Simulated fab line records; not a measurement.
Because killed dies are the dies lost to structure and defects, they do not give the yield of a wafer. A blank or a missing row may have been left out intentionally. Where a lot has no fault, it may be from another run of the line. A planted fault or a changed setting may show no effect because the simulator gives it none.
The tool behind it: which one?	flow nand harc	7 lots with 21 wafers sampled at 4 steps, on a route of 1159 steps

WHAT THE GAUGES READ, wafer by wafer
NHARC_END_SORT_01.
lot	measured	on	killed at array
L746	day 24 14:30	prober-02	98 75 124

TOOL THAT RAN EACH LOT (tool first, then ch and the chambers of the sampled wafers, then the start)
lot	NHARC_A_CONTACT_ETCH_118	NHARC_THIN_TSV_STRIP_45	NHARC_THIN_TSV_DESCUM_35
L729	har cap etch-02 ch 0,1, day 17 02:26	plasma asher-01 ch 0,1, day 19 19:07	rie diel-09 ch 1,3, day 20 00:16
L730	har cap etch-01 ch 0,1, day 17 17:23	plasma asher-02 ch 0,1, day 19 21:32	rie diel-09 ch 1,3, day 20 02:38
L731	har cap etch-02 ch 0,1, day 17 20:51	plasma asher-01 ch 0,1, day 20 06:20	rie diel-03 ch 0,1,2, day 20 11:47
L737	har cap etch-03 ch 0,1, day 19 04:07	plasma asher-01 ch 0,1, day 21 04:10	rie diel-03 ch 2,3, day 21 09:13
L738	har cap etch-01 ch 1, day 19 08:01	plasma asher-01 ch 0, day 21 12:04	rie diel-05 ch 0,1,3, day 21 17:08
L741	har cap etch-02 ch 0,1, day 19 14:12	plasma asher-01 ch 1, day 21 19:34	rie diel-03 ch 0,1,3, day 22 00:34
L746	har cap etch-02 ch 0,1, day 20 23:40	plasma asher-01 ch 0,1, day 23 15:40	rie diel-03 ch 0,1,2, day 23 21:32
- NHARC_A_CONTACT_ETCH_118: etches the open film in C4F8/O2/Ar, time 94 s, target depth 922 nm.
- NHARC_THIN_TSV_STRIP_45: strips in O2.
- NHARC_THIN_TSV_DESCUM_35: chemistry O2, time 3 s.

THE ANSWER, worked out from the rows above alone
Rule: the lots themselves supply what counts as usual. Put in order of their means at a reading, lots are off if they are a third of the lots or fewer, leave a main group of 4 or more, and stand apart from it by a gap of 3 or more times the standard deviation of the main group's means; of several such gaps the widest counts. A main group whose means are all the same, to the digits that the tables above print for the reading, isn't used. A lot without any number at a reading at which 4 lots or more have one is off too. Where the step has rows for the other lots, those lots are counted as sound.
No lot is off on any of the readings shown, so nothing can be concluded from this.

WHAT THE SIMULATOR HAD INSERTED
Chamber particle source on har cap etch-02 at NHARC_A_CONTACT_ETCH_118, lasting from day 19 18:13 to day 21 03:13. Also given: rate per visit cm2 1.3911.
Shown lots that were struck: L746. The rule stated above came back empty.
